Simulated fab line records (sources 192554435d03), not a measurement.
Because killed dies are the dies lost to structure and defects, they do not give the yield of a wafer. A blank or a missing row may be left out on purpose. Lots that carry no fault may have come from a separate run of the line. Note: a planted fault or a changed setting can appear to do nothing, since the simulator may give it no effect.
A struck lot beside a sound one -- flow n5-finfet -- 36 out of 1938 route steps
Sound: the wafers L381.2, L381.5, L381.6. Struck: wafer L394.3; the same lot's L394.2 was not struck, so it is left out; see the end for the cause.
For every step that has rows: the tool of each side, followed by ch and its chambers, followed by its first start. Under that, the readings that differ: sound wafers -- struck wafers -- difference of the means -- sigmas: that difference in standard deviations of wafers without a fault.
alike: readings whose means differ by less than 2 such deviations, and words and numbers that are the same on both sides. not compared: withheld readings, readings that some wafer has no value for, bounds like >300 that may hide the same value, and numbers for which the record gives no deviation and whose values overlap.
The two part at a step that has a row with sigmas, a row that says differs or no value, or rows on one side only. Numbers that have no deviation but don't overlap get no sigmas and don't part them. A reading missing from all wafers of one side parts the sides only when that side holds two or more wafers.

first, 9 steps without rows for these wafers: N5_PMOS_HMC_CHANNEL_EPI_EPI_26 (deposits Si from SiH4/H2, target thk 3.8 nm, time 22.7 s); N5_FIN_SAQP_PRECLEAN_42 (cleans in O3/DIW, time 60 s); N5_FIN_SAQP_PRECLEAN_00 (cleans in SC1, time 60 s); N5_FIN_SAQP_PRECLEAN_44 (cleans in SC2, time 45 s); N5_FIN_SAQP_SRD_01 (time 30 s); N5_FIN_SAQP_ALD_61 (deposits SiO2, target thk 4 nm, pulse time 1 s, purge time 2 s); N5_FIN_SAQP_DENSIFY_62 (time 60 s); N5_FIN_SAQP_HM_DEP_03 (deposits SiNx from SiH4/NH3/N2, target thk 38 nm, time 33.6 s); N5_FIN_SAQP_PECVD_47 (deposits a-Si from SiH4/He, target thk 45 nm, time 36.3 s).
N5_FIN_SAQP_PECVD_48: deposits SiNx from SiH4/NH3/N2, target thk 25 nm, time 22.1 s.
  sound on pecvd-04 ch 0,1, day 2 08:59; struck on pecvd-04 ch 2, day 5 14:57
reading,sound,struck,difference,sigmas
throttle-valve-pct (%),41.7 42.6 38.2,36.8,-4.0,-2
model.SiNx_of_FIN_SAQP_PECVD_48.thk-nm (nm),24.87 25.31 25.59,40.33,+15.07,
  alike: chamber-pressure-Torr, heater-power-w, showerhead-plenum-p-Torr
then, 24 steps without rows for these wafers: N5_FIN_SAQP_PECVD_06 (deposits a-Si from SiH4/He, target thk 60 nm, time 48.1 s); N5_FIN_SAQP_HM_DEP_72 (deposits SiO2 from SiH4/N2O, target thk 12 nm, time 7.2 s); N5_FIN_SAQP_COAT_49 (time 60 s, resist thk 100 nm); N5_FIN_SAQP_COAT_50 (time 60 s, resist thk 35 nm); N5_FIN_SAQP_COAT_10 (resist thk 90 nm); N5_FIN_SAQP_EBR_12; N5_FIN_SAQP_SOFTBAKE_11 (time 60 s); N5_FIN_SAQP_EXPOSE_13 (exposes mask FIN CORE, target cd 35.6 nm); N5_FIN_SAQP_PEB_14 (peb time 60 s); N5_FIN_SAQP_DEVELOP_15 (develop time 30 s); N5_FIN_SAQP_DESCUM_21 (chemistry O2, time 7.9 s); N5_FIN_SAQP_ETCH_51 (etches SiARC in CF4, target depth 45.5 nm, time 75.8 s); N5_FIN_SAQP_ETCH_52 (etches SOC in N2/H2, target depth 100 nm, overetch 20 nm, time 150 s); N5_FIN_SAQP_STRIP_53 (strips in N2/H2); N5_FIN_SAQP_HM_OPEN_73 (chemistry CHF3/O2, target SiO2, stops on a-Si, target depth 12 nm, time 16.8 s); N5_FIN_SAQP_STRIP_74 (strips in CHF3/O2); N5_FIN_SAQP_MANDREL_ETCH_22 (etches a-Si in HBr/Cl2, stops on SiNx, target depth 60 nm, bt time 10 s, time 30 s); N5_FIN_SAQP_STRIP_55 (strips in N2/H2); N5_FIN_SAQP_STRIP_23 (strips in SPM, time 750 s); N5_FIN_SAQP_SRD_66 (time 30 s); N5_FIN_SAQP_RECESS_75 (chemistry HF/NH3, target SiO2, target depth 14.4 nm, afs cycles 3, sublimation time 60 s); N5_FIN_SAQP_SPACER1_ALD_24 (deposits SiO2, target thk 20.3 nm, pulse time 1 s, purge time 2 s); N5_FIN_SAQP_SPACER1_ETCHBACK_25 (etches SiO2 in CHF3/O2, target depth 24.4 nm, time 12.2 s); N5_FIN_SAQP_MANDREL1_REMOVE_56 (chemistry HBr/Cl2/O2, target a-Si, stops on SiNx, bt time 10 s).
N5_FIN_SAQP_ETCH_57: etches SiNx in CH3F/O2, target depth 32.5 nm, time 46.4 s.
  sound on rie-diel-01 ch 0,1, day 2 11:56; struck on rie-diel-01 ch 2, day 5 18:22
reading,sound,struck,difference,sigmas
etch-rf-on-time-s (s),45.7 46.9 46.4,74.1,+27.8,+32
showerhead-plenum-p-Torr (Torr),2.08 2.02 2.08,1.92,-0.14,-2
model.etch.depth-nm (nm),24.87 25.31 25.45,40.33,+15.12,
  alike: bias-w, drypump-motor-current-A, mfc-ar-sccm, oes-product-au, rf-vpp-V, throttle-valve-pct
  not compared: rf-hours-counter-h
-- the record jumps here: 6 days lie between the struck wafers' starts before and after (it left off in module FIN_SAQP and takes up again in module BEOL_M4, whose first step shown is number 1111 of the route) --
N5_BEOL_M4_RC_MEAS_101:
  sound on prober-01 ch 0, day 8 05:38; struck on prober-02 ch 0, day 11 11:04
  alike: DIBL_N, DIBL_P, IOFF_N, IOFF_P, ION_N, ION_P, SS_N, SS_P, VT_N, VT_P

## WHERE THEY PART
At N5_FIN_SAQP_PECVD_48 first; at N5_FIN_SAQP_ETCH_57 last (within this record only). Later steps at which nothing parts them and some readings are alike: N5_BEOL_M4_RC_MEAS_101.

WHY: the cause the simulator had injected
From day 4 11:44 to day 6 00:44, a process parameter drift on pecvd-04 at N5_FIN_SAQP_PECVD_48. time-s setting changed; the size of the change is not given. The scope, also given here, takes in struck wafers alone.
